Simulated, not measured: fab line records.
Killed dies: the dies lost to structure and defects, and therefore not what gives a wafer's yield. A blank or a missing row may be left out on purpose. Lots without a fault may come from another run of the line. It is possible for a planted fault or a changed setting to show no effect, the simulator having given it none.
fab line records	flow nand_harc
record: lots: 6	wafers: 18	last_day: 33
route steps=1302 shown A_SLIT@942 A_SIN_REMOVE@947 A_WL_FILL@952 A_CONTACT@983 END@1302
lots with no fault: from the same line, run without faults
start_h: hours from the record's first day to the start of the lot's first wafer shown	wait_h: hours from the lot's prior step to this one	" identical to the entry in the row above	L1.1+2: a row that stands for several wafers	- no value present, or no start provided	* or withheld: withheld	< > ~ a bound
route shown NAME@n: NAME is a module with steps in the file, n the number in the route of the first one	usual: mean and standard deviation over wafers with no fault	same: alike in all rows	chamber/n: place in a boat	sites: each site's reading	_std_site: the standard deviation of these	_edge_site: mean of outer sites minus mean of inner sites	radius_mm: for every site, how far away it sits from the centre of the wafer	mask NAME#n: copy n	behind: the last tool/chamber to shape the wafer	hold: what put the lot on hold/how long, in hours/how the hold closed	device: the n, p or np transistor that did not switch	end of line: the tests these same wafers got at the end of their route	step lacking rows: just its recipe	killed: dies that structure and defects cost at the first sort, which is not the same as the wafer's yield	map: shows each die of a wafer: x if killed, . if not, _ if none is there
set.NAME: the setting as run; set.NAME@STEP: as run at that earlier step	model.NAME: the simulator's own value behind a step, which no gauge read
lots seen at some steps along the route; tables by step, rows by wafer
services: a tool's chamber out of use, with start hour (start_h, from the record's first day; less than 0 if before it), hours out, and reason
== steps ==
step: NHARC_A_SLIT_ETCH_29
recipe: target_depth_a: 1000	overetch_a: 100	time_s: 55	ion_energy_ev: 100	cf4_flow_sccm: 80	o2_flow_sccm: 20	ar_flow_sccm: 0	rf_w: 300	bias_w: 100	chemistry: CF4/O2
step: NHARC_A_SLIT_STRIP_18
recipe: o2_flow_sccm: 500	ar_flow_sccm: 0	bias_w: 0	chemistry: O2
step: NHARC_A_SLIT_PRECLEAN_19
recipe: time_s: *	temp_c: 50	bath_age_min: 0	chemistry: SC1
step: NHARC_A_SLIT_SRD_20
step: NHARC_A_SLIT_CD_MEAS_21
usual: cd_nm: 289.7/0.62
lot.wafer	tool	chamber	start_h	wait_h	cd_nm
L288.1	cd_sem-01	-	483.58	-	289.4
L288.5	"	-	"	"	289.7
L288.6	"	-	"	"	288.9
L289.3	cd_sem-02	-	509.91	-	290.3
L289.4	"	-	"	"	290.5
L289.5	"	-	"	"	290.7
L299.1	cd_sem-03	-	608.53	-	289.6
L299.2	"	-	"	"	289.1
L299.3	"	-	"	"	290.1
L301.1	cd_sem-01	-	624.45	-	289.2
L301.4	"	-	"	"	289.6
L301.5	"	-	"	"	290.1
L305.2	cd_sem-01	-	648.42	-	288.5
L305.3	"	-	"	"	289.2
L305.4	"	-	"	"	288.8
L308.1	cd_sem-01	-	692.14	-	289.8
L308.3	"	-	"	"	289.5
L308.5	"	-	"	"	289.7
step: NHARC_A_SIN_REMOVE_WET_00
recipe: temp_c: 160	time_s: 15300	chemistry: H3PO4
step: NHARC_A_SIN_REMOVE_PRECLEAN_01
recipe: time_s: *	temp_c: 50	bath_age_min: 0	chemistry: SC1
step: NHARC_A_SIN_REMOVE_SRD_02
step: NHARC_A_SIN_REMOVE_INSPECT_04
usual: raw_defect_count: 399/88
lot.wafer	tool	chamber	start_h	wait_h	raw_defect_count
L288.1	defect_inspect-02	-	490.24	0.0	356
L288.5	"	-	"	"	333
L288.6	"	-	"	"	310
L289.3	defect_inspect-02	-	516.54	0.0	343
L289.4	"	-	"	"	291
L289.5	"	-	"	"	359
L299.1	defect_inspect-02	-	615.10	0.0	300
L299.2	"	-	"	"	418
L299.3	"	-	"	"	348
L301.1	defect_inspect-01	-	631.12	0.0	436
L301.4	"	-	"	"	482
L301.5	"	-	"	"	394
L305.2	defect_inspect-02	-	653.57	0.0	367
L305.3	"	-	"	"	332
L305.4	"	-	"	"	329
L308.1	defect_inspect-01	-	698.75	0.0	395
L308.3	"	-	"	"	379
L308.5	"	-	"	"	428
step: NHARC_A_WL_FILL_ALD_00
recipe: target_thk_a: 30	pulse_time_s: 3	ald_cycles: 30	temp_c: 300	material: Al2O3
usual: heater_power_w: 469/56	precursor_pulse_height_rel: 1.000/0.021
lot.wafer	tool	chamber	start_h	wait_h	heater_power_w	precursor_pulse_height_rel
L288.1	ald_hk-01	3	490.47	0.2	505	0.965
L288.6	"	0	"	"	396	1.011
L288.5	"	1	"	"	514	1.014
L289.3	ald_hk-01	3	516.63	0.1	520	0.943
L289.4	"	0	"	"	392	1.016
L289.5	"	3	"	"	514	1.033
L299.2	ald_hk-01	1	615.17	0.1	520	0.979
L299.3	"	3	"	"	515	1.000
L299.1	"	0	"	"	386	0.991
L301.1	ald_hk-03	1	631.19	0.1	431	0.985
L301.4	"	2	"	"	490	1.010
L301.5	"	1	"	"	436	0.973
L305.2	ald_hk-03	3	653.85	0.3	564	1.013
L305.3	"	0	"	"	385	1.002
L305.4	"	1	"	"	451	1.028
L308.1	ald_hk-03	2	698.81	0.1	475	1.005
L308.3	"	3	"	"	558	1.022
L308.5	"	2	"	"	480	1.018
step: NHARC_A_WL_FILL_RTA_01
recipe: temp_c: 1000	time_s: 5
step: NHARC_A_WL_FILL_ALD_02
recipe: target_thk_a: 20	pulse_time_s: 3	ald_cycles: 100	temp_c: 450	material: TiN
usual: heater_power_w: 1084/86	precursor_pulse_height_rel: 0.999/0.022
lot.wafer	tool	chamber	start_h	wait_h	heater_power_w	precursor_pulse_height_rel
L288.1	ald_metal-04	1	491.00	0.2	935	0.967
L288.5	"	0	"	"	1188	0.988
L288.6	"	1	"	"	962	1.005
L289.3	ald_metal-03	3	517.38	0.1	1076	1.004
L289.4	"	0	"	"	1164	0.981
L289.5	"	3	"	"	1100	1.010
L299.1	ald_metal-03	2	615.66	0.2	1065	1.020
L299.3	"	3	"	"	1076	0.983
L299.2	"	1	"	"	1137	1.031
L301.1	ald_metal-03	3	631.66	0.2	1067	1.017
L301.4	"	2	"	"	1074	1.038
L301.5	"	0	"	"	1205	1.000
L305.3	ald_metal-01	0	654.32	0.2	1175	0.965
L305.4	"	2	"	"	1132	0.993
L305.2	"	3	"	"	938	0.998
L308.1	ald_metal-01	1	699.34	0.2	1051	1.003
L308.3	"	2	"	"	1122	0.983
L308.5	"	1	"	"	1054	0.971
step: NHARC_A_WL_FILL_CVD_03
recipe: target_thk_a: 400	temp_c: 300	pressure_torr: 40	wf6_flow_sccm: 40	h2_flow_sccm: 1600	ar_flow_sccm: 1560	time_s: 279	material: W
step: NHARC_A_WL_FILL_ETCHBACK_04
recipe: target_depth_a: 600	time_s: 120	chemistry: NF3
usual: drypump_motor_current_A: 5.7/0.39	oes_product_au: 1.002/0.008
lot.wafer	tool	chamber	start_h	wait_h	drypump_motor_current_A	oes_product_au	rf_hours_counter_h
L288.1	rie_metal-03	1	491.80	0.3	6.2	0.990	2.4
L288.5	"	0	"	"	5.0	1.001	-
L288.6	"	1	"	"	6.2	0.992	-
L289.3	rie_metal-02	0	518.25	0.2	5.5	0.998	-
L289.4	"	1	"	"	6.1	1.003	-
L289.5	"	1	"	"	6.1	1.004	-
L299.2	rie_metal-03	1	616.47	0.3	6.3	1.001	1.4
L299.1	"	0	"	"	5.0	0.991	1.4
L299.3	"	0	"	"	5.0	0.997	-
L301.1	rie_metal-01	1	632.48	0.3	5.7	1.008	0.5
L301.4	"	0	"	"	5.6	1.022	-
L301.5	"	0	"	"	5.5	1.013	-
L305.2	rie_metal-03	0	655.18	0.3	5.0	0.994	2.4
L305.4	"	1	"	"	6.2	0.997	-
L305.3	"	0	"	"	4.9	0.999	-
L308.1	rie_metal-02	1	700.16	0.3	6.1	1.007	1.5
L308.3	"	1	"	"	6.1	0.997	-
L308.5	"	0	"	"	5.5	1.000	-
step: NHARC_A_WL_FILL_ETCHBACK_05
recipe: target_depth_a: 220	time_s: 60	temp_c: 40	chemistry: Cl2/BCl3
step: NHARC_A_WL_FILL_STRIP_27
recipe: power_w: 1500	temp_c: 250	time_s: 20	chemistry: N2/H2
step: NHARC_A_WL_FILL_STRIP_28
recipe: time_s: 1200	temp_c: 72.5	chemistry: post_etch_residue_remover
step: NHARC_A_WL_FILL_PRECLEAN_06
recipe: time_s: 300	chemistry: DIW
step: NHARC_A_WL_FILL_SRD_07
step: NHARC_A_WL_FILL_ANNEAL_08
recipe: temp_c: 450	time_s: 1800
step: NHARC_A_WL_FILL_ALD_10
recipe: target_thk_a: 500	pulse_time_s: 10	ald_cycles: 500	temp_c: 300	material: SiO2
step: NHARC_A_WL_FILL_ETCHBACK_16
recipe: target_depth_a: 1200	time_s: 24	c4f8_flow_sccm: withheld	o2_flow_sccm: 8	ar_flow_sccm: withheld	rf_w: 600	bias_w: 800	chemistry: C4F8/O2/Ar
step: NHARC_A_WL_FILL_STRIP_29
recipe: time_s: 20	o2_flow_sccm: 500	ar_flow_sccm: 0	bias_w: 0	chemistry: O2
step: NHARC_A_WL_FILL_ETCHBACK_17
recipe: target_depth_a: 40	time_s: 26.7	chemistry: Cl2/BCl3
usual: drypump_motor_current_A: 5.7/0.44	oes_product_au: 1.000/0.0083
lot.wafer	tool	chamber	start_h	wait_h	drypump_motor_current_A	oes_product_au	rf_hours_counter_h
L288.1	rie_metal-03	1	502.74	-	6.2	0.998	2.6
L288.5	"	1	"	"	6.2	0.992	-
L288.6	"	0	"	"	4.9	0.984	-
L289.4	rie_metal-01	1	528.98	-	5.7	1.005	-
L289.3	"	0	"	"	5.6	1.006	-
L289.5	"	0	"	"	5.5	1.007	-
L299.2	rie_metal-03	1	627.70	-	6.2	1.000	1.6
L299.1	"	0	"	"	4.9	0.989	1.6
L299.3	"	0	"	"	4.9	1.008	-
L301.1	rie_metal-02	1	643.01	-	6.1	1.011	0
L301.4	"	1	"	"	6.1	0.995	-
L301.5	"	1	"	"	6.1	0.991	-
L305.2	rie_metal-01	0	665.05	-	5.5	1.015	1.6
L305.3	"	1	"	"	5.7	1.013	-
L305.4	"	0	"	"	5.5	1.019	-
L308.1	rie_metal-01	1	712.09	-	5.7	1.003	2.4
L308.3	"	1	"	"	5.7	0.989	-
L308.5	"	0	"	"	5.6	1.006	-
step: NHARC_A_WL_FILL_PRECLEAN_18
recipe: time_s: 30	chemistry: dHF
step: NHARC_A_WL_FILL_SRD_21
step: NHARC_A_WL_FILL_CVD_23
recipe: target_thk_a: 400	temp_c: 620	pressure_mtorr: 200	time_s: 800	material: poly-Si
step: NHARC_A_WL_FILL_ETCHBACK_26
recipe: target_depth_a: 520	time_s: 13.3	hbr_flow_sccm: 150	rf_w: 350	icp_w: 350	bias_w: 60	chemistry: HBr
usual: drypump_motor_current_A: 5.8/0.46	oes_product_au: 1.002/0.0074	throttle_valve_pct: 23.266/0.0096
lot.wafer	tool	chamber	start_h	wait_h	drypump_motor_current_A	oes_product_au	rf_hours_counter_h	throttle_valve_pct
L288.1	rie_si-06	2	507.94	0.4	5.5	1.012	0.6	23.279
L288.5	"	1	"	"	5.4	1.000	-	23.282
L288.6	"	2	"	"	5.5	1.008	-	23.276
L289.4	rie_si-05	2	534.19	0.4	5.3	0.991	0.2	23.260
L289.3	"	1	"	"	6.0	0.998	0.3	23.257
L289.5	"	3	"	"	5.4	1.004	-	23.262
L299.3	rie_si-05	3	632.86	0.4	5.4	0.994	0.9	23.268
L299.1	"	0	"	"	6.5	0.998	0.8	23.275
L299.2	"	1	"	"	6.1	0.994	0.8	23.239
L301.4	rie_si-06	3	648.36	0.4	6.0	0.998	0.1	23.254
L301.1	"	0	"	"	6.0	1.006	0.3	23.259
L301.5	"	1	"	"	5.4	1.010	-	23.266
L305.3	rie_si-05	1	670.29	0.4	6.0	0.989	0	23.269
L305.4	"	3	"	"	5.4	1.000	0	23.274
L305.2	"	0	"	"	6.5	0.992	0	23.262
L308.3	rie_si-06	1	717.31	0.4	5.4	1.006	0.7	23.256
L308.1	"	3	"	"	6.0	0.997	0.6	23.255
L308.5	"	0	"	"	6.0	0.999	-	23.271
step: NHARC_A_WL_FILL_PRECLEAN_30
recipe: time_s: 10	chemistry: dHF
step: NHARC_A_WL_FILL_SRD_14
step: NHARC_A_WL_FILL_ALD_19
recipe: target_thk_a: 20	pulse_time_s: 3	ald_cycles: 100	temp_c: 450	material: TiN
step: NHARC_A_WL_FILL_CVD_20
recipe: target_thk_a: 1000	temp_c: 400	pressure_torr: 40	wf6_flow_sccm: 40	h2_flow_sccm: 1600	ar_flow_sccm: 1560	time_s: 74	material: W
step: NHARC_A_WL_FILL_CMP_12
recipe: t_overpolish_s: 30	target_thk_nm: 100
step: NHARC_A_WL_FILL_SRD_31
step: NHARC_A_CONTACT_DEP_24
recipe: target_thk_a: 5000	temp_c: 400	pressure_torr: 6.5	rf_w: 900	teos_flow_sccm: 161.4	flow_sccm: 2650	target_thk_nm: 500	gas: O2	material: SiO2
usual: heater_power_w: 559/80	throttle_valve_pct: 16.1/0.69
lot.wafer	tool	chamber	start_h	wait_h	heater_power_w	throttle_valve_pct
L288.1	pecvd-02	1	509.11	0.1	617	15.4
L288.6	"	2	"	"	512	16.4
L288.5	"	0	"	"	433	16.5
L289.3	pecvd-01	0	535.47	0.1	741	15.9
L289.4	"	0	"	"	563	15.9
L289.5	"	1	"	"	513	16.8
L299.1	pecvd-03	1	634.03	0.1	575	16.0
L299.3	"	2	"	"	512	17.2
L299.2	"	0	"	"	460	15.4
L301.1	pecvd-03	0	649.64	0.2	520	15.5
L301.4	"	1	"	"	531	15.8
L301.5	"	2	"	"	497	17.0
L305.2	pecvd-02	0	671.62	0.1	466	16.5
L305.3	"	2	"	"	599	16.7
L305.4	"	0	"	"	349	16.3
L308.1	pecvd-01	0	718.64	0.1	671	16.0
L308.3	"	1	"	"	592	16.6
L308.5	"	1	"	"	608	16.7
step: NHARC_END_SORT_01
recipe: temp_c: 25
usual: killed_at_array: 56/19	killed_at_other: 1.0/1.5	killed_at_periphery: 3.4/2.4	killed_dies: 60/19	killed_open: 3.3/1.8	killed_short: 2.4/1.7
same: gross_dies: 677
lot.wafer	tool	chamber	start_h	wait_h	killed_at_array	killed_at_other	killed_at_periphery	killed_dies	killed_open	killed_short
L288.1	prober-01	0	581.64	2.5	36	1	3	40	5	2
L288.5	prober-01	0	584.79	3.7	37	0	0	37	1	2
L288.6	prober-01	0	585.58	3.9	28	0	2	30	4	2
L289.3	prober-01	0	616.86	3.1	73	1	2	76	5	0
L289.4	prober-01	0	617.67	3.4	69	0	5	74	4	4
L289.5	prober-01	0	618.47	3.7	58	0	3	61	5	1
L299.1	prober-02	0	708.87	2.5	141	0	2	143	5	2
L299.2	prober-02	0	709.68	2.8	62	0	2	64	3	9
L299.3	prober-02	0	710.48	3.1	58	0	3	61	3	5
L301.1	prober-01	0	723.91	2.5	50	3	6	59	5	2
L301.4	prober-01	0	726.27	3.4	132	1	4	137	3	3
L301.5	prober-01	0	727.05	3.6	46	2	3	51	5	0
L305.2	prober-02	0	769.75	2.8	42	0	2	44	2	3
L305.3	prober-02	0	770.54	3.1	51	0	2	53	2	1
L305.4	prober-02	0	771.34	3.4	45	0	2	47	2	4
L308.1	prober-02	0	794.77	2.5	37	4	1	42	2	3
L308.3	prober-02	0	796.40	3.1	48	4	5	57	5	3
L308.5	prober-02	0	798.03	3.8	45	1	5	51	6	0
killed by level:class
L288.1 A_SLIT:chamber_film_flake=18 A_CHANNEL_HOLE_D2:chamber_film_flake=7 A_CHANNEL_HOLE_D1:chamber_film_flake=2 A_CONTACT:chamber_film_flake=2 P_STI:geometric_particle:open=1 P_M2:geometric_particle:open=1 A_SOURCE_PLATE:geometric_particle:short=1 A_CHANNEL_HOLE_D1:geometric_particle:open=1
L288.5 A_SLIT:chamber_film_flake=23 A_CHANNEL_HOLE_D2:chamber_film_flake=5 A_CONTACT:chamber_film_flake=3 A_STAIRCASE:chamber_film_flake=2 A_SOURCE_PLATE:geometric_particle:short=1 A_CHANNEL_FILL_D1:geometric_particle:short=1 A_CONTACT:geometric_particle:open=1 A_ZERO_WELL:chamber_film_flake=1
L288.6 A_SLIT:chamber_film_flake=14 A_CHANNEL_HOLE_D2:chamber_film_flake=6 A_CHANNEL_FILL_D2:geometric_particle:open=2 P_GATE:chamber_film_flake=2 A_CHANNEL_HOLE_D1:chamber_film_flake=2 A_SOURCE_PLATE:geometric_particle:short=1 A_ONON_D1:geometric_particle:open=1 A_CHANNEL_HOLE_D2:geometric_particle:short=1
L289.3 A_CHANNEL_HOLE_D2:chamber_film_flake=34 A_SLIT:chamber_film_flake=27 A_STAIRCASE:chamber_film_flake=4 A_WL_FILL:geometric_particle:open=2 A_CHANNEL_HOLE_D1:chamber_film_flake=2 A_ONON_D2:geometric_particle:open=1 A_BLC:geometric_particle:open=1 A_M0:geometric_particle:open=1
L289.4 A_CHANNEL_HOLE_D2:chamber_film_flake=34 A_SLIT:chamber_film_flake=19 A_CHANNEL_FILL_D1:chamber_film_flake=3 A_STAIRCASE:chamber_film_flake=3 P_GATE:chamber_film_flake=2 A_WL_FILL:chamber_film_flake=2 P_GATE:geometric_particle:short=1 P_CONTACT:geometric_particle:open=1
L289.5 A_CHANNEL_HOLE_D2:chamber_film_flake=35 A_SLIT:chamber_film_flake=11 A_STAIRCASE:chamber_film_flake=4 A_CHANNEL_HOLE_D1:chamber_film_flake=3 P_ZERO_WELL:geometric_particle:open=1 P_M0:geometric_particle:open=1 A_ONON_D1:geometric_particle:open=1 A_CHANNEL_FILL_D1:geometric_particle:open=1
L299.1 A_WL_FILL:unspecified=84 A_SLIT:chamber_film_flake=27 A_CHANNEL_HOLE_D2:chamber_film_flake=17 A_CHANNEL_HOLE_D1:chamber_film_flake=5 A_CHANNEL_FILL_D2:geometric_particle:open=3 A_ONON_D2:geometric_particle:open=2 P_M0:geometric_particle:short=1 A_DECK1_JOINT:geometric_particle:short=1
L299.2 A_SLIT:chamber_film_flake=23 A_CHANNEL_HOLE_D2:chamber_film_flake=21 A_CHANNEL_FILL_D2:geometric_particle:short=4 A_CHANNEL_HOLE_D1:geometric_particle:short=2 A_CHANNEL_HOLE_D1:chamber_film_flake=2 A_CHANNEL_FILL_D2:chamber_film_flake=2 A_STAIRCASE:chamber_film_flake=2 P_STI:geometric_particle:short=1
L299.3 A_SLIT:chamber_film_flake=30 A_CHANNEL_HOLE_D2:chamber_film_flake=16 A_CHANNEL_HOLE_D1:chamber_film_flake=3 P_GATE:chamber_film_flake=2 A_CONTACT:chamber_film_flake=2 P_CONTACT:geometric_particle:open=1 A_ONON_D1:geometric_particle:short=1 A_CHANNEL_FILL_D1:geometric_particle:short=1
L301.1 A_SLIT:chamber_film_flake=22 A_CHANNEL_HOLE_D1:chamber_film_flake=8 A_CONTACT:chamber_film_flake=5 A_WL_FILL:chamber_film_flake=3 THIN_TSV:chamber_film_flake=3 P_BONDPAD:chamber_film_flake=2 A_CHANNEL_FILL_D2:chamber_film_flake=2 A_STAIRCASE:chamber_film_flake=2
L301.4 A_WL_FILL:unspecified=83 A_SLIT:chamber_film_flake=28 A_CHANNEL_HOLE_D1:chamber_film_flake=9 A_CONTACT:chamber_film_flake=6 A_ONON_D2:geometric_particle:open=2 A_WL_FILL:geometric_particle:short=2 P_BONDPAD:chamber_film_flake=2 P_CONTACT:geometric_particle:short=1
L301.5 A_SLIT:chamber_film_flake=23 A_CHANNEL_HOLE_D1:chamber_film_flake=13 A_CONTACT:chamber_film_flake=5 P_CONTACT:geometric_particle:open=2 A_BLC:geometric_particle:open=2 THIN_TSV:chamber_film_flake=2 A_CONTACT:geometric_particle:open=1 P_BONDPAD:chamber_film_flake=1
L305.2 A_SLIT:chamber_film_flake=24 A_CHANNEL_HOLE_D1:chamber_film_flake=5 A_STAIRCASE:chamber_film_flake=5 A_CONTACT:chamber_film_flake=3 A_DECK1_JOINT:geometric_particle:short=2 P_CONTACT:geometric_particle:short=1 P_M2:geometric_particle:open=1 A_BLC:geometric_particle:open=1
L305.3 A_SLIT:chamber_film_flake=23 A_CHANNEL_HOLE_D1:chamber_film_flake=12 A_STAIRCASE:chamber_film_flake=7 A_CONTACT:chamber_film_flake=6 P_CONTACT:geometric_particle:open=1 A_ONON_D1:geometric_particle:open=1 A_SGD_CUT:geometric_particle:short=1 P_M2:chamber_film_flake=1
L305.4 A_SLIT:chamber_film_flake=18 A_CHANNEL_HOLE_D1:chamber_film_flake=12 A_STAIRCASE:chamber_film_flake=7 A_CONTACT:chamber_film_flake=3 P_CONTACT:geometric_particle:short=1 P_M0:geometric_particle:open=1 A_SOURCE_PLATE:geometric_particle:short=1 A_CHANNEL_HOLE_D1:geometric_particle:short=1
L308.1 A_SLIT:chamber_film_flake=17 A_CHANNEL_HOLE_D1:chamber_film_flake=7 THIN_TSV:chamber_film_flake=4 A_CONTACT:chamber_film_flake=3 A_SOURCE_PLATE:geometric_particle:open=1 A_CHANNEL_FILL_D1:geometric_particle:short=1 A_CHANNEL_FILL_D2:geometric_particle:short=1 A_SGD_CUT:geometric_particle:short=1
L308.3 A_SLIT:chamber_film_flake=16 A_CHANNEL_HOLE_D1:chamber_film_flake=10 A_CONTACT:chamber_film_flake=9 THIN_TSV:chamber_film_flake=4 P_GATE:chamber_film_flake=3 A_STAIRCASE:chamber_film_flake=3 A_DECK1_JOINT:chamber_film_flake=3 A_CHANNEL_FILL_D2:geometric_particle:open=2
L308.5 A_SLIT:chamber_film_flake=17 A_CHANNEL_HOLE_D1:chamber_film_flake=8 A_CONTACT:chamber_film_flake=6 P_GATE:chamber_film_flake=3 A_STAIRCASE:chamber_film_flake=3 A_CHANNEL_FILL_D1:geometric_particle:open=2 P_STI:chamber_film_flake=2 A_DECK1_JOINT:chamber_film_flake=2
map L299.1 (x killed, . not)
____________.____________
_________......._________
_______..........x_______
______..........xxx______
_____............xxx_____
____............x.xx.____
____............xx.xx____
___..............x.x..___
___.........x.....x...___
__.....................__
__.....................__
_......................._
_.x....x................_
_.xxxxx................._
_xxxxx.x................_
_xxxxx..............x..._
xxxxxxxx..x..............
xxxxxxxxx................
xxxxxxxx.................
xxxxxxxx.................
xxxxxxxx.................
_xxxxxxx................_
_xxxxxxxx..............._
_x.xxxxx................_
_xx.x..................._
_..xx...x..............._
__.x.x............x....__
__................x....__
___...................___
___.....x..x....x.....___
____.....xx..........____
____...x.xxx.........____
_____.x.xxxxx......._____
______xxxxxxxx.....______
_______xxxx.x.x..._______
_________xxx..x._________
____________.____________
map L301.4 (x killed, . not)
____________.____________
_________......._________
_______..........._______
______...........x.______
_____........x...x.._____
____.............xx..____
____..........x..xx.x____
___..............x....___
___...............x...___
__.....................__
__.....................__
_....................x.._
_.x.x........x.........._
_xx.x.x................._
_xxxxxx.........x......._
_xxxxxxx.........x.x...._
.xxxxxx..................
xxxxxxxxx................
xxxxxxxxx.............x..
xxxxxxxxx................
xxxxxxxx...............x.
_xxxxxx................._
_xxxxxx................._
_xxxxx.................._
_.xxxx..x..............._
_..x...................._
__...x.................__
__......x..............__
___...................___
___.....x.xx...x......___
____...x..x..x.......____
____...x.xxx....x....____
_____..xxxxxxx......_____
______.xxx.xx......______
_______.xxxxxx...._______
_________xx..x.._________
____________x____________
== services ==
tool	chamber	start_h	hours	kind
rie_metal-02	0	474.64	4.8	repair
rie_si-05	-	482.00	9.0	pm
rie_metal-01	1	511.50	7.1	repair
rie_si-06	0	511.68	0.9	repair
rie_metal-03	-	519.00	9.0	pm
rie_si-05	2	544.55	3.1	repair
ald_metal-03	3	545.17	4.6	repair
ald_metal-03	-	555.91	1.5	repair
ald_metal-03	0	558.55	7.6	repair
rie_si-05	3	567.41	1.7	repair
ald_metal-03	-	568.00	10.0	pm
rie_metal-01	-	579.49	9.0	pm
ald_hk-03	-	581.05	10.0	pm
rie_si-06	3	596.64	32.0	repair
rie_si-06	-	603.00	9.0	pm
ald_hk-03	-	618.61	0.2	repair
rie_si-06	1	623.58	10.8	repair
rie_metal-02	0	629.69	19.4	repair
rie_metal-02	-	631.00	9.0	pm
ald_metal-03	-	646.56	0.2	repair
ald_hk-01	-	657.16	10.0	pm
rie_metal-03	-	696.00	9.0	pm
rie_metal-03	-	705.56	0.9	repair
rie_metal-03	-	716.06	0.5	repair
== key ==
first_sign: step: NHARC_END_SORT_01	reading: killed_at_array	direction: up	sigmas: 4.3	usual: 56	struck: 136
effect: step: NHARC_END_SORT_01	reading: killed_dies	direction: up	sigmas: 4.3	usual: 60	struck: 140
more_kills_born_at: NHARC_A_WL_FILL_ALD_02@ald_metal-03: 167
met_at NHARC_A_WL_FILL_ALD_02
struck_wafers L299.1,L301.4
tester_left_out L299,L301
fault: kind: chamber_particle_source	tool: ald_metal-03	chamber: 2	onset_h: 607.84	steps: NHARC_A_WL_FILL_ALD_02	rate_per_visit_cm2: 0.9776	end_h: 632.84
tester_left_out: of these lots the tester's yield and bins aren't shown, on N5 and GAA mostly nor the transistor test; their killed dies are dies lost to structure and defects alone, not to doping, threshold or leakage, so they don't give the yield
